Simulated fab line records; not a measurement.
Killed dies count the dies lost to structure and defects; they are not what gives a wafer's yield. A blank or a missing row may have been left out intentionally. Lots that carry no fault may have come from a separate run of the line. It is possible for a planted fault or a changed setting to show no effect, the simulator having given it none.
Split-lot trial -- flow n5Finfet -- 21 wafers read across 7 lots, on a route 1938 steps long

== ON THE SPLIT ==
At N5_BEOL_M0_SAQP_ALD_48 (deposits SiO2, target thk 20 nm, pulse time 1 s, co reactant pulse time 1 s), the setting aldCycles was moved away from the recipe's 139 on 5 of the 21 wafers read, by -14.4% to +10.8%. This setting was run at the recipe's value on the other wafers.

The reading comes from the split's own step.

== THE READING ==
SiO2_of_BEOL_M0_SAQP_ALD_48.thkNm (the simulator's own value, which no gauge read), in nm, at N5_BEOL_M0_SAQP_ALD_48 (deposits SiO2, target thk 20 nm, pulse time 1 s, co reactant pulse time 1 s). The file does not state a usual value for it. The 16 wafers here that ran the recipe average 20.0 nm, standard deviation 0.11 nm.

wafer,"tool, chamber at the split",aldCycles as run,against the recipe,"SiO2_of_BEOL_M0_SAQP_ALD_48.thkNm, nm",against lot-mates on the recipe
L076.3,"aldSin-04, 0,1,3",139,recipe,20,-
L076.4,"aldSin-04, 0,1,3",139,recipe,20,-
L076.5,"aldSin-04, 0,1,3",139,recipe,20,-
L078.2,"aldSin-04, 2,0",139,recipe,20,-
L078.4,"aldSin-04, 2,0",139,recipe,20,-
L078.3,"aldSin-04, 1",139,recipe,20.2,-
L080.2,"aldSin-04, 3,0",139,recipe,20,-
L080.4,"aldSin-04, 3,0",139,recipe,20,-
L080.3,"aldSin-04, 1",139,recipe,20.2,-
L083.2,"aldSin-03, 1,2",119,-14.4%,17.2,-2.8
L083.6,"aldSin-03, 1,2",119,-14.4%,17.2,-2.8
L083.3,"aldSin-03, 2",139,recipe,20,-
L084.1,"aldSin-04, 2",139,recipe,20.2,-
L084.2,"aldSin-04, 1",149,+7.2%,21.6,+1.5
L084.3,"aldSin-04, 3",139,recipe,20,-
L087.1,"aldSin-02, 3,0",154,+10.8%,22.2,+2.4
L087.4,"aldSin-02, 3,0",154,+10.8%,22.2,+2.4
L087.2,"aldSin-02, 1",139,recipe,19.8,-
L090.1,"aldSin-02, 1,2",139,recipe,20,-
L090.2,"aldSin-02, 1,2",139,recipe,20,-
L090.3,"aldSin-02, 3",139,recipe,19.8,-
If several chambers appear in one row, that row covers several wafers at once and the file leaves open which wafer was in which chamber.

FIT RESULTS
A straight line over all 21 wafers: SiO2_of_BEOL_M0_SAQP_ALD_48.thkNm changes by +0.2 nm for each +1% of aldCycles; r = +1.00; the points scatter about the line by 0.11 nm.
The same after taking each lot's own level away (the mean of its wafers on the recipe; 21 wafers): +0.205 nm for each +1%; r = +1.00; scatter 0.1 nm.
On that fit, the largest move of aldCycles shifts the reading by 2.9 nm.
Measured against the standard deviation above, the lots' own levels, which go from 19.80 to 20.10 nm, span 2.7 times it.
So the lot-to-lot level changes the slope little: the two slopes agree.
Check: with one of the wafers moved furthest among these (-14.4%) left out of the fit, the line predicts -2.98 nm for it against its lot-mates. It came out at -2.8 nm against them.

== FURTHER SPLITS ON THESE WAFERS ==
These wafers also went through other splits before the reading. Each is held against what the fit with the lots' levels taken away leaves over:
other split on the same wafers,wafers away from the commonest value,r with SiO2_of_BEOL_M0_SAQP_ALD_48.thkNm (lot level and that fit taken away)
N5_BEOL_M0_SAQP_PECVD_96 timeS,8,-0.04

== THE FILE'S OWN FIT ==
SiO2_of_BEOL_M0_SAQP_ALD_48.thkNm changes by +0.205 nm for each +1% of aldCycles, r = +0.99.
